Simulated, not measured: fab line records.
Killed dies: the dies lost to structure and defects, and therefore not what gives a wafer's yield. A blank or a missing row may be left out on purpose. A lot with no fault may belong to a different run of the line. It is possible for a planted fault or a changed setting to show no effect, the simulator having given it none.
Matching of chambers -- flow nand-harc -- ald-sin-02 running NHARC_P_GATE_ALD_36: 4 sister chambers
The step deposits SiNx, target thk 20 nm, pulse time 60 s, ald cycles 223. 8 wafers are shown with their chamber, then 8 later ones without.

## WAFERS WITH THEIR CHAMBER
wafer,chamber,heater-power-w (W),precursor-pulse-height-rel
L082.4,1,777,1.021
L082.6,2,813,1.015
L083.5,2,846,0.999
L083.6,3,709,1.011
L086.2,3,722,0.985
L086.4,1,777,0.978
L086.6,0,1084,0.977
L089.3,0,1048,0.989

## WAFERS WITHOUT THEIR CHAMBER
wafer,heater-power-w (W),precursor-pulse-height-rel
L089.2,846,0.971
L089.6,692,0.983
L094.1,822,1.006
L094.6,795,1.002
L094.5,827,0.996
L096.2,1083,1.016
L096.6,820,1.010
L096.5,717,1.007

## WHICH CHAMBER EACH WENT THROUGH
wafer,from the rows above,in truth
L089.2,2,2
L089.6,3,3
L094.1,2,2
L094.6,can't be placed: 1 or 2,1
L094.5,2,2
L096.2,0,0
L096.6,can't be placed: 2 or 1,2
L096.5,3,3
Correct placement for 6 of the 8. From these rows, 2 cannot be placed; in 2 the true chamber is one of the candidates. Number placed wrongly: 0.
How it was worked out, from the rows above alone: a wafer's distance from a chamber is the root of the sum, over the readings, of the square of ((its reading less the chamber's mean) divided by the reading's scatter). The wafer belongs to the nearest chamber; if the next one is less than 2 further off, it can't be placed. The mean given for a chamber averages the wafers shown for that chamber. The scatter is the square root of a quotient: the sum, over the shown wafers, of each reading's squared deviation from its chamber's mean, divided by wafers minus chambers.
